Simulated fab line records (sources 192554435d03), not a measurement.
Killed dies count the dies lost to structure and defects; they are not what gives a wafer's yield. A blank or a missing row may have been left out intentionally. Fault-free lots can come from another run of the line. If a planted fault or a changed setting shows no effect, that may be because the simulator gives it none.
A lot that was struck, set against a sound lot    flow n5_finfet    14 steps out of a route of 1938
Sound: the wafers L849.2, L849.4, L849.6. Struck: wafers L852.2, L852.5 (left out: L852.4, a lot-mate that was not struck); the cause follows at the end.
Each step with rows lists, per side, the tool, then ch with its chambers, then its first start. Under that, the readings that differ: sound wafers    struck wafers    difference of the means    sigmas: that difference in standard deviations of wafers without a fault.
alike: a reading whose means differ by less than 2 such deviations, as well as words and numbers matching on both sides. not compared: withheld readings; readings where some wafer has no value; bounds like >300 that might hide an equal value; numbers whose values overlap and for which the record gives no deviation.
Wherever a step has rows on one side only, a row that says differs or no value, or a row with sigmas, the two part there. Numbers that have no deviation but don't overlap get no sigmas and don't part them. A reading missing from all wafers of one side parts the sides only when that side holds two or more wafers.

first, 2 steps without rows for these wafers: N5_BEOL_M11_PRECLEAN_42 (cleans in residue remover, time 60 s); N5_BEOL_M11_SRD_43 (time 30 s).
N5_BEOL_M11_CD_MEAS_35: the cd target is 70 nm.
  sound on cd_sem-02, day 10 21:49; struck on cd_sem-02, day 11 18:19
  alike: cd_nm
N5_BEOL_M11_CURE_72: cures SiCOH lowk, time 120 s.
  sound on uv_cure-03 ch 0, day 10 21:54; struck on uv_cure-03 ch 2, day 11 18:27
reading             sound              struck       difference  sigmas
lamp_power_pct (%)  52.28 52.36 52.46  52.28 52.21  -0.12       -2
wafer_temp_C_max    371.7 371.3 371.7  372.9 372.8  +1.3        +2
N5_BEOL_M11_DEGAS_44: time 60 s.
  sound on pvd_sputter-03, day 10 22:49; struck on pvd_sputter-03, day 11 19:36
  alike: heater_power_w
N5_BEOL_M11_PRE_CLEAN_45: time 30 s.
  sound on pvd_sputter-03, day 10 22:52; struck on pvd_sputter-03, day 11 19:38
  alike: heater_power_w
N5_BEOL_M11_ALD_74: deposits TaN, target thk 2 nm, pulse time 2 s, purge time 3 s.
  sound on ald_metal-02 ch 0,2,3, day 10 22:58; struck on ald_metal-04 ch 0,1, day 11 19:42
  alike: heater_power_w
then, 2 steps without rows for these wafers: N5_BEOL_M11_SURFACE_TREAT_76; N5_BEOL_M11_CVD_75 (deposits Co from CCTBA/H2, target thk 2 nm, time 138.9 s).
N5_BEOL_M11_SPUTTER_48: material Cu, target thk 12 nm, time 2 s.
  sound on pvd_sputter-03, day 11 01:19; struck on pvd_sputter-01, day 11 20:10
  alike: cathode_dc_power_W, throttle_valve_pct
then, 2 steps without rows for these wafers: N5_BEOL_M11_ECD_50 (material Cu, target thk 318 nm); N5_BEOL_M11_ANNEAL_51 (time 90 s).
N5_BEOL_M11_CMP_52: polishes, stops on SiCOH lowk, t overpolish 7 s, target thk 140 nm.
  sound on cmp-04 ch 1,3, day 11 02:05; struck on cmp-04 ch 2,3, day 11 20:46
reading                       sound           struck     difference  sigmas
barrier_field_endpoint_s (s)  29.1 29.7 29.9  15.4 15.6  -14.1       -14
time_to_endpoint_s (s)        70 71 71        33 39      -35         -7
  alike: motor_current_A, overpolish_run_s
N5_PASSIVATION_PROBE_49:
  sound on prober-01, day 12 22:58; struck on prober-01, day 13 19:40
  alike: defect_limited_yield, killed_at_M0_to_M3, killed_at_M4_up, killed_at_contacts, killed_at_front_end, killed_at_other, killed_dies, killed_open, killed_short, sort_bin_5_function, sort_bin_6_memory, sort_n_pass, sort_yield_pct

== WHERE THEY PART ==
First at N5_BEOL_M11_CURE_72; last, within this record, at N5_BEOL_M11_CMP_52. Later steps at which nothing parts them and some readings are alike: N5_PASSIVATION_PROBE_49.

WHY: what the simulator had put in
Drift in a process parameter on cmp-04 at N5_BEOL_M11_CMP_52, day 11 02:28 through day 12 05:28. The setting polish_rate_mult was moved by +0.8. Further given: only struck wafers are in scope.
